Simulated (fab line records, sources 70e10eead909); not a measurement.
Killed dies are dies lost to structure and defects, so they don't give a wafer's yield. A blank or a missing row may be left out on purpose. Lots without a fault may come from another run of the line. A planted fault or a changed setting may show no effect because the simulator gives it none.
Which tool did it? | flow nand_harc | 15 lots, 45 wafers sampled, at 4 steps of a route of 1159

WHAT THE GAUGES READ, wafer by wafer
NHARC_P_STI_INSPECT_25. Usual: raw_defect_count 202, standard deviation 91.
lot  | measured    | on                | raw_defect_count | flag
L354 | day 3 13:23 | defect_inspect-02 | 167 196 140      |
L353 | day 3 13:23 | defect_inspect-01 | 140 251 265      |
L356 | day 4 07:34 | defect_inspect-02 | 202 250 249      |
L357 | day 4 16:13 | defect_inspect-02 | 236 217 109      |
L358 | day 5 01:35 | defect_inspect-02 | 113 118 109      |
L359 | day 5 01:35 | defect_inspect-01 | 92 193 121       |
L360 | day 5 14:34 | defect_inspect-01 | 133 116 180      |
L361 | day 5 14:34 | defect_inspect-02 | 201 274 169      |
L363 | day 6 09:18 | defect_inspect-01 | 366 253 190      |
L365 | day 6 23:25 | defect_inspect-02 | 339 217 254      |
L364 | day 6 23:27 | defect_inspect-02 | 217 311 193      |
L366 | day 6 23:27 | defect_inspect-01 | 252 239 138      |
L367 | day 7 06:38 | defect_inspect-01 | 92 130 108       |
L368 | day 7 14:11 | defect_inspect-01 | 161 347 267      |
L376 | day 9 10:44 | defect_inspect-02 | 118 139 185      |

NHARC_P_CONTACT_OVL_MEAS_13. Usual: overlay_x_nm 0.0 nm, standard deviation 0.9; overlay_y_nm 0.2 nm, standard deviation 0.61.
lot  | measured     | on         | overlay_x_nm (nm) | overlay_y_nm (nm) | flag
L354 | day 5 11:19  | overlay-02 | 0.0 -0.6 -0.3     | 0.2 0.7 -0.2      |
L353 | day 5 13:13  | overlay-02 | 0.6 0.4 0.6       | 0.3 0.8 0.5       |
L356 | day 6 01:49  | overlay-02 | -0.5 -0.5 -0.5    | 0.3 0.9 0.6       |
L357 | day 6 10:50  | overlay-02 | -0.2 -0.2 -0.7    | 0.7 1.6 1.1       |
L358 | day 7 04:01  | overlay-02 | 1.9 0.8 1.5       | 0.9 -0.1 0.4      |
L359 | day 7 05:55  | overlay-02 | -0.4 -0.7 -0.6    | -0.1 1.1 0.5      |
L360 | day 7 19:27  | overlay-02 | 0.4 0.2 0.5       | 0.3 1.0 0.5       |
L361 | day 7 17:08  | overlay-02 | -1.1 -1.5 -0.9    | -0.5 -0.3 -0.4    |
L363 | day 8 07:56  | overlay-02 | 0.5 0.7 1.1       | -0.5 -0.3 -0.4    |
L365 | day 8 21:44  | overlay-02 | 0.2 0.0 0.0       | -1.3 -1.1 -0.9    |
L364 | day 8 20:51  | overlay-01 | -0.3 0.5 -0.2     | -0.3 -0.2 0.5     |
L376 | day 11 06:10 | overlay-02 | -0.5 -0.2 -0.6    | -0.2 -0.1 0.6     |

WHICH TOOL RAN EACH LOT (tool, then ch and the chambers of the sampled wafers, then the start)
lot  | NHARC_P_GATE_STRIP_108             | NHARC_P_GATE_PEB_44
L354 | rie_diel-01 ch 0,1,2, day 4 15:55  | litho_track-07 ch 0, day 5 02:52
L353 | rie_diel-03 ch 1,2, day 4 16:25    | litho_track-05 ch 0, day 5 03:22
L356 | rie_diel-03 ch 1,2, day 5 06:45    | litho_track-05 ch 0, day 5 17:46
L357 | rie_diel-01 ch 1,3, day 5 15:28    | litho_track-05 ch 0, day 6 02:35
L358 | rie_diel-03 ch 0,1,2, day 6 08:32  | litho_track-07 ch 0, day 6 19:31
L359 | rie_diel-01 ch 1,2,3, day 6 08:36  | litho_track-05 ch 0, day 6 21:38
L360 | rie_diel-03 ch 0,2, day 6 21:58    | litho_track-02 ch 0, day 7 11:15
L361 | rie_diel-03 ch 0,1,3, day 6 21:18  | litho_track-05 ch 0, day 7 08:26
L363 | rie_diel-04 ch 0,3, day 7 12:40    | litho_track-07 ch 0, day 7 23:40
L365 | rie_diel-03 ch 1,3, day 8 01:21    | litho_track-07 ch 0, day 8 12:28
L364 | rie_diel-03 ch 1,2,3, day 8 01:04  | litho_track-07 ch 0, day 8 12:08
L366 | rie_diel-01 ch 1,2,3, day 8 02:28  | litho_track-07, day 8 13:29
L367 | rie_diel-01 ch 0,1,2, day 8 08:34  | litho_track-05, day 8 19:34
L368 | rie_diel-03 ch 0,2, day 8 17:02    | litho_track-02, day 9 04:02
L376 | rie_diel-04 ch 0,2,3, day 10 10:41 | litho_track-07 ch 0, day 10 21:48
- NHARC_P_GATE_STRIP_108: strips in O2.
- NHARC_P_GATE_PEB_44: peb time 85 s.

WHAT THE TOOLS THEMSELVES READ (means of the sampled wafers that have a number; where no wafer has one, the mark that the record gives instead)
NHARC_P_GATE_STRIP_108. Usual: drypump_motor_current_A 5.6 A, standard deviation 0.41; oes_product_au 1.000 a.u., standard deviation 0.015; rf_vpp_V 57.7 V, standard deviation 0.92; showerhead_plenum_p_Torr 3.50 Torr, standard deviation 0.14; throttle_valve_pct 17.036 %, standard deviation 0.0092.
lot  | tool        | drypump_motor_current_A (A) | oes_product_au (a.u.) | rf_vpp_V (V) | showerhead_plenum_p_Torr (Torr) | throttle_valve_pct (%) | flag
L354 | rie_diel-01 | 5.8                         | 0.994                 | 58.1         | 3.52                            | 17.037                 |
L353 | rie_diel-03 | 5.9                         | 1.019                 | 58.1         | 3.42                            | 17.030                 |
L356 | rie_diel-03 | 5.7                         | 1.019                 | 57.1         | 3.53                            | 17.031                 |
L357 | rie_diel-01 | 5.1                         | 0.990                 | 56.6         | 3.34                            | 17.035                 |
L358 | rie_diel-03 | 5.6                         | 1.009                 | 57.2         | 3.47                            | 17.042                 |
L359 | rie_diel-01 | 5.5                         | 0.980                 | 57.3         | 3.42                            | 17.033                 |
L360 | rie_diel-03 | 5.8                         | 1.020                 | 57.4         | 3.36                            | 17.033                 |
L361 | rie_diel-03 | 5.4                         | 0.997                 | 57.4         | 3.49                            | 17.034                 |
L363 | rie_diel-04 | 5.4                         | 0.996                 | 57.9         | 3.64                            | 17.029                 |
L365 | rie_diel-03 | 5.5                         | 0.994                 | 58.4         | 3.54                            | 17.040                 |
L364 | rie_diel-03 | 5.8                         | 1.009                 | 56.9         | 3.43                            | 17.034                 |
L366 | rie_diel-01 | 5.5                         | 1.005                 | 58.1         | 3.59                            | 17.040                 |
L367 | rie_diel-01 | 5.8                         | 1.008                 | 58.1         | 3.68                            | 17.030                 |
L368 | rie_diel-03 | 5.5                         | 1.010                 | 57.8         | 3.42                            | 17.040                 |
L376 | rie_diel-04 | 5.3                         | 0.999                 | 57.8         | 3.59                            | 17.038                 |

NHARC_P_GATE_PEB_44. Usual: chill_plate_temp_C 23.01 C, standard deviation 0.1; exhaust_pa 45.0 Pa, standard deviation 1.
lot  | tool           | chill_plate_temp_C (C) | exhaust_pa (Pa) | flag
L354 | litho_track-07 | 23.18                  | 44.2            |
L353 | litho_track-05 | 22.93                  | 45.8            |
L356 | litho_track-05 | 22.98                  | 43.6            |
L357 | litho_track-05 | 23.00                  | 45.0            |
L358 | litho_track-07 | 22.99                  | 44.6            |
L359 | litho_track-05 | 22.84                  | 44.2            |
L360 | litho_track-02 | 22.93                  | 44.6            |
L361 | litho_track-05 | 22.97                  | 44.0            |
L363 | litho_track-07 | 22.99                  | 44.9            |
L365 | litho_track-07 | 22.85                  | 44.5            |
L364 | litho_track-07 | 22.87                  | 45.4            |
L366 | litho_track-07 | -                      | -               | OFF
L367 | litho_track-05 | -                      | -               | OFF
L368 | litho_track-02 | -                      | -               | OFF
L376 | litho_track-07 | 23.03                  | 45.5            |

THE ANSWER, worked out from the rows above alone
Rule: a lot is off if the mean of its wafers that have a number lies more than 3 standard deviations from the usual mean. A lot without any number at a reading at which 4 lots or more have one is off too. The other lots that the step has rows for count as sound. The gauges are gone through in route order, then the tools' own readings, and for those a lot's mean is taken as printed above. The first step at which some lot is off is used, and at that step the reading that is off furthest; a lot without a number counts as furthest.
Off: L366, L367, L368, at NHARC_P_GATE_PEB_44 (chill_plate_temp_C). Without a number there: L366, L367, L368.
A tool fits if, at that step or a process step before it, it ran every lot that is off, and no sound lot after the first of them. None of those tried fits.

WHAT THE SIMULATOR HAD PUT IN
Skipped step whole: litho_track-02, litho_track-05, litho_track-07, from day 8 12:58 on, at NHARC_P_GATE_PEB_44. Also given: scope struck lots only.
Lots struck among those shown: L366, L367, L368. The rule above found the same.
